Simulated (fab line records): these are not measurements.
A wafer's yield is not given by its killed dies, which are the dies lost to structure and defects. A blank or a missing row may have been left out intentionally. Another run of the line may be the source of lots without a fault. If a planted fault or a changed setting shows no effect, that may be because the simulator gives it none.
What tool caused it? ; flow n5Finfet ; 10 lots with 27 wafers sampled at 5 steps, on a route of 1938 steps

== WHAT THE GAUGES READ, wafer by wafer ==
N5_ILD0_THK_MEAS_08. Usual: thkNm 139.0 nm, standard deviation 1.3.
lot;measured;on;thkNm (nm);flag
L175;day 3 22:20;filmMetro-01;139.5 139.0 138.3;
L176;day 4 10:33;filmMetro-02;140.5 140.2 139.0;
L179;day 4 21:40;filmMetro-01;140.0 140.2 138.4;
L182;day 5 14:44;filmMetro-02;139.6 139.1 137.1;
L186;day 6 20:45;filmMetro-01;137.7 140.1 140.5;
L189;day 7 06:03;filmMetro-01;136.9 138.9 139.2;
L191;day 7 20:07;filmMetro-01;137.9 137.5 138.4;
L192;day 8 06:02;filmMetro-01;139.8 139.5;
L194;day 8 19:52;filmMetro-01;139.4 136.8;
L195;day 9 00:12;filmMetro-01;137.4 139.8;

N5_ILD0_INSPECT_06: inspects for defects (darkfield). Usual: rawDefectCount 41, standard deviation 19.
lot;measured;on;rawDefectCount;flag
L175;day 4 01:34;defectInspect-02;80 33 76;
L176;day 4 13:59;defectInspect-02;45 22 36;
L179;day 5 02:11;defectInspect-01;52 18 20;
L182;day 5 18:11;defectInspect-02;48 30 32;
L186;day 6 23:59;defectInspect-01;21 45 21;
L189;day 7 09:17;defectInspect-02;50 55 60;
L191;day 7 23:21;defectInspect-01;53 60 37;
L192;day 8 09:19;defectInspect-01;119 36;
L194;day 8 23:46;defectInspect-01;52 27;
L195;day 9 03:26;defectInspect-01;34 16;

N5_BEOL_M4_RC_MEAS_101. Usual: DIBL_N 35.7 mV/V, standard deviation 1.5; DIBL_P 35.7 mV/V, standard deviation 2; IOFF_N 0.155 nA/um, standard deviation 0.026; IOFF_P 0.20 nA/um, standard deviation 0.031; ION_N 675 uA/um, standard deviation 11; ION_P 462 uA/um, standard deviation 7.1; SS_N 71.3 mV/dec, standard deviation 0.57; SS_P 73.1 mV/dec, standard deviation 0.56; VT_N 250 mV, standard deviation 3; VT_P -251 mV, standard deviation 3.
lot;measured;on;DIBL_N (mV/V);DIBL_P (mV/V);IOFF_N (nA/um);IOFF_P (nA/um);ION_N (uA/um);ION_P (uA/um);SS_N (mV/dec);SS_P (mV/dec);VT_N (mV);VT_P (mV);flag
L175;day 8 17:17;prober-01;37.9 37.5 35.9;38.4 37.2 36.3;0.208 0.182 0.166;0.24 0.23 0.22;696 671 688;472 461 474;72.1 71.8 70.9;73.4 73.3 73.4;245 247 247;-247 -248 -249;
L176;day 9 02:08;prober-02;34.0 36.0 33.7;33.8 37.2 33.5;0.141 0.186 0.142;0.19 0.26 0.19;683 685 678;462 468 465;71.2 71.9 70.4;72.1 73.3 72.3;250 245 249;-250 -246 -250;
L179;day 9 06:25;prober-01;32.8 30.9 34.8;32.8 30.8 34.6;0.124 0.101 0.152;0.17 0.14 0.19;669 638 676;460 444 460;71.5 69.9 71.7;72.4 71.8 72.7;251 256 247;-251 -255 -252;
L182;day 10 09:34;prober-01;36.5 35.9 37.2;35.5 34.9 35.3;0.148 0.127 0.156;0.22 0.20 0.22;666 666 662;462 464 453;71.8 71.2 71.4;73.4 73.2 73.3;252 252 254;-249 -250 -246;
L186;day 11 12:53;prober-01;35.4 34.8 34.9;35.9 35.0 34.9;0.176 0.153 0.155;0.23 0.21 0.21;693 682 678;478 471 470;71.7 70.9 70.7;73.7 73.1 73.3;246 249 248;-247 -248 -250;
L189;day 11 20:23;prober-02;37.2 37.9 36.4;36.8 38.4 36.6;0.162 0.173 0.152;0.21 0.23 0.21;670 679 672;459 462 456;71.5 71.5 72.0;73.0 73.5 72.5;253 250 251;-248 -249 -250;
L191;day 12 03:52;prober-01;35.5 37.5 35.3;35.8 39.5 35.7;0.158 0.209 0.144;0.20 0.26 0.20;681 700 661;464 476 460;70.7 71.8 71.2;73.1 73.2 72.8;246 242 249;-251 -247 -250;
L192;day 13 05:15;prober-02;33.4 34.1;34.3 34.8;0.121 0.133;0.14 0.15;668 677;450 455;71.4 71.6;72.9 72.9;253 250;-256 -257;
L194;day 13 17:22;prober-01;34.4 33.9;34.9 34.4;0.137 0.128;0.18 0.18;666 659;456 456;71.0 71.1;72.7 72.4;251 252;-253 -255;
L195;day 14 00:24;prober-02;36.2 33.8;35.2 34.1;0.162 0.143;0.20 0.20;678 677;460 466;71.8 70.8;73.4 72.3;248 250;-250 -251;

== TOOL THAT RAN EACH LOT (tool first, then ch and the chambers of the sampled wafers, then the start) ==
lot;N5_SD_EPI_P_ETCH_47;N5_SDB_COAT_04
L175;rieDiel-04 ch 1,2, day 3 15:09;lithoTrack-04 ch 0, day 4 01:42
L176;rieDiel-04 ch 1,2, day 4 03:30;lithoTrack-02 ch 0, day 4 14:06
L179;rieDiel-04 ch 0,2, day 4 14:11;lithoTrack-04 ch 0, day 5 02:19
L182;rieDiel-02 ch 1,2,3, day 5 07:19;lithoTrack-01 ch 0, day 5 18:19
L186;rieDiel-02 ch 0,1,3, day 6 09:39;lithoTrack-02 ch 0, day 7 00:07
L189;rieDiel-02 ch 2,3, day 6 22:30;lithoTrack-02 ch 0, day 7 09:25
L191;rieDiel-02 ch 2,3, day 7 12:44;lithoTrack-02 ch 0, day 7 23:28
L192;rieDiel-04 ch 0,1, day 7 18:58;lithoTrack-04 ch 0, day 8 09:26
L194;rieDiel-05 ch 2,3, day 8 12:21;lithoTrack-04 ch 0, day 8 23:53
L195;rieDiel-05 ch 1,2, day 8 13:41;lithoTrack-04 ch 0, day 9 03:34
- N5_SD_EPI_P_ETCH_47: etches SiOCN in CH3F/O2, target depth 25 nm.
- N5_SDB_COAT_04: time 60 s, resist thk 18 nm.

== AS READ BY THE TOOLS THEMSELVES (means over the sampled wafers that have a number; for cases with no such wafer, the mark the record gives instead) ==
N5_SD_EPI_P_ETCH_47. Usual: drypumpMotorCurrentA 5.6 A, standard deviation 0.41; oesProductAu 0.80 a.u., standard deviation 0.098; rfVppV 128.0 V, standard deviation 1.5; showerheadPlenumPTorr 2.02 Torr, standard deviation 0.048; throttleValvePct 16.30 %, standard deviation 0.18.
lot;tool;drypumpMotorCurrentA (A);oesProductAu (a.u.);rfVppV (V);showerheadPlenumPTorr (Torr);throttleValvePct (%);flag
L175;rieDiel-04;6.0;0.85;128.5;2.02;16.33;
L176;rieDiel-04;5.7;0.76;128.9;1.99;16.38;
L179;rieDiel-04;6.1;0.84;127.0;2.03;16.20;
L182;rieDiel-02;5.2;0.73;127.9;2.05;16.33;
L186;rieDiel-02;5.2;0.70;128.0;2.01;16.42;
L189;rieDiel-02;5.3;0.74;128.0;2.06;16.39;
L191;rieDiel-02;5.3;0.72;129.0;2.05;16.40;
L192;rieDiel-04;5.6;0.86;128.1;1.98;16.09;
L194;rieDiel-05;5.5;0.91;127.2;2.00;16.15;
L195;rieDiel-05;5.5;0.82;128.6;2.02;16.22;

N5_SDB_COAT_04. Usual: exhaustPa 45.0 Pa, standard deviation 0.95; heaterPowerTotalW 427.6 W, standard deviation 2.1; runLengthS 65.83 s, standard deviation 0.15.
lot;tool;exhaustPa (Pa);heaterPowerTotalW (W);runLengthS (s);flag
L175;lithoTrack-04;44.9;427.8;65.70;
L176;lithoTrack-02;44.7;426.3;65.99;
L179;lithoTrack-04;46.1;429.4;65.65;
L182;lithoTrack-01;43.1;425.3;65.85;
L186;lithoTrack-02;45.2;427.3;65.85;
L189;lithoTrack-02;44.5;426.0;65.98;
L191;lithoTrack-02;44.5;426.2;65.92;
L192;lithoTrack-04;45.2;434.5;64.02;OFF
L194;lithoTrack-04;45.8;434.5;64.06;OFF
L195;lithoTrack-04;43.7;437.0;63.97;OFF

== THE ANSWER, worked out from the rows above alone ==
Rule: a lot counts as off when the mean over its wafers that have a number is more than 3 standard deviations away from the usual mean. Also off: a lot with no number at a reading for which 4 or more lots have one. Any other lot the step has rows for is counted as sound. First the gauges in route order, then the tools' own readings, where a lot's mean is used as printed above. At the first step where some lot is off, the reading lying furthest off is the one used; lots without a number count as furthest.
Off: L192, L194, L195 (N5_SDB_COAT_04, runLengthS).
If a tool, at that step or one of the process steps before it, ran each lot that is off and ran no sound lot following the first of them, it fits. One fits: N5_SDB_COAT_04 on lithoTrack-04. A fault onset in the window from L179 (day 5 02:19, its last sound lot) to L192 (day 8 09:26, its first lot off) fits.
The tool's own readings at N5_SDB_COAT_04 bear it out: on the lots that are off they differ by more than 5 times the standard deviation of the sound lots' means. heaterPowerTotalW reads 435.3 W there against 426.9 W on the sound lots; runLengthS reads 64.02 s there against 65.85 s on the sound lots.

== WHAT WAS PUT IN BY THE SIMULATOR ==
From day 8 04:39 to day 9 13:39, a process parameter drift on lithoTrack-04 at N5_SDB_COAT_04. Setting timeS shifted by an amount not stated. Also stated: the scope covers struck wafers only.
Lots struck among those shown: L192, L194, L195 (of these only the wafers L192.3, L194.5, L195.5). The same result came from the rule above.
